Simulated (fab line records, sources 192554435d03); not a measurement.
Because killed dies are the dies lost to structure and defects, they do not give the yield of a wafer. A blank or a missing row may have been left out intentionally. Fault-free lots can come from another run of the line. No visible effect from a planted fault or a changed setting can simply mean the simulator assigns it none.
Chamber matching + flow n5-finfet + 4 sister chambers for N5_FIN_SAQP_SPACER2_ETCHBACK_29 on rie-diel-04
The step etches SiO2 in CHF3/O2, target depth 12.2 nm, time 6.1 s. 20 wafers are shown with their chamber, then 10 later ones without.

== EACH WAFER AND ITS CHAMBER ==
| wafer  | chamber | showerhead-plenum-p-Torr (Torr) | throttle-valve-pct (%) | oes-product-au (a.u.) |
|--------|---------|---------------------------------|------------------------|-----------------------|
| L074.2 | 1       | 2.38                            | 19.08                  | 0.70                  |
| L074.5 | 1       | 2.38                            | 19.10                  | 0.70                  |
| L074.6 | 0       | 2.40                            | 19.04                  | 0.72                  |
| L076.2 | 1       | 2.38                            | 19.09                  | 0.70                  |
| L076.4 | 0       | 2.40                            | 19.02                  | 0.72                  |
| L076.6 | 1       | 2.38                            | 19.10                  | 0.70                  |
| L079.1 | 2       | 2.36                            | 18.84                  | 0.91                  |
| L079.4 | 1       | 2.38                            | 19.10                  | 0.69                  |
| L079.6 | 2       | 2.36                            | 18.83                  | 0.91                  |
| L080.1 | 3       | 2.56                            | 18.69                  | 0.94                  |
| L080.3 | 2       | 2.36                            | 18.84                  | 0.91                  |
| L080.6 | 0       | 2.39                            | 19.04                  | 0.70                  |
| L082.1 | 1       | 2.37                            | 19.10                  | 0.68                  |
| L082.4 | 3       | 2.56                            | 18.68                  | 0.93                  |
| L082.6 | 0       | 2.39                            | 19.04                  | 0.70                  |
| L084.3 | 2       | 2.36                            | 18.84                  | 0.90                  |
| L084.5 | 3       | 2.56                            | 18.70                  | 0.92                  |
| L084.6 | 0       | 2.39                            | 19.06                  | 0.71                  |
| L089.2 | 0       | 2.39                            | 19.07                  | 0.69                  |
| L089.3 | 3       | 2.55                            | 18.72                  | 0.88                  |

SIGNATURES (averages over the wafers above)
| reading                  | chamber 0 | chamber 1 | chamber 2 | chamber 3 | scatter within a chamber |
|--------------------------|-----------|-----------|-----------|-----------|--------------------------|
| showerhead-plenum-p-Torr | 2.3933    | 2.3783    | 2.3600    | 2.5575    | 0.00427                  |
| throttle-valve-pct       | 19.0450   | 19.0950   | 18.8375   | 18.6975   | 0.0133                   |
| oes-product-au           | 0.7067    | 0.6950    | 0.9075    | 0.9175    | 0.0142                   |
Rule: for each reading, subtract the chamber's mean from the wafer's reading, divide by that reading's scatter and square the result; add these up over the readings and take the root, which gives the wafer's distance from the chamber. The wafer belongs to the nearest chamber; if the next one is less than 2 further off, it can't be placed. The scatter: the root of (the sum of the squares of (reading less its chamber's mean) over the shown wafers, divided by (wafers less chambers)).

== WAFERS WITH NO CHAMBER GIVEN ==
| wafer  | showerhead-plenum-p-Torr (Torr) | throttle-valve-pct (%) | oes-product-au (a.u.) |
|--------|---------------------------------|------------------------|-----------------------|
| L089.6 | 2.39                            | 19.08                  | 0.70                  |
| L092.1 | 2.55                            | 18.74                  | 0.87                  |
| L092.4 | 2.38                            | 19.10                  | 0.69                  |
| L092.6 | 2.38                            | 19.09                  | 0.68                  |
| L094.2 | 2.37                            | 19.14                  | 0.67                  |
| L094.3 | 2.55                            | 18.72                  | 0.86                  |
| L094.4 | 2.35                            | 18.90                  | 0.85                  |
| L097.1 | 2.38                            | 19.09                  | 0.68                  |
| L097.4 | 2.55                            | 18.74                  | 0.85                  |
| L097.5 | 2.35                            | 18.90                  | 0.85                  |

== THE CHAMBER EACH PASSED THROUGH ==
| wafer  | from the rows above     | in truth                   |
|--------|-------------------------|----------------------------|
| L089.6 | can't be placed: 0 or 1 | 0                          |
| L092.1 | 3                       | 3                          |
| L092.4 | 1                       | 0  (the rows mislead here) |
| L092.6 | 1                       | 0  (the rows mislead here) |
| L094.2 | 1                       | 1                          |
| L094.3 | 3                       | 3                          |
| L094.4 | 2                       | 2                          |
| L097.1 | 1                       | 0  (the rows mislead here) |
| L097.4 | 3                       | 3                          |
| L097.5 | 2                       | 2                          |
Correctly placed: 6 of 10. Can't be placed from these rows: 1 (the true chamber is among the candidates in 1). Placed wrongly: 3.
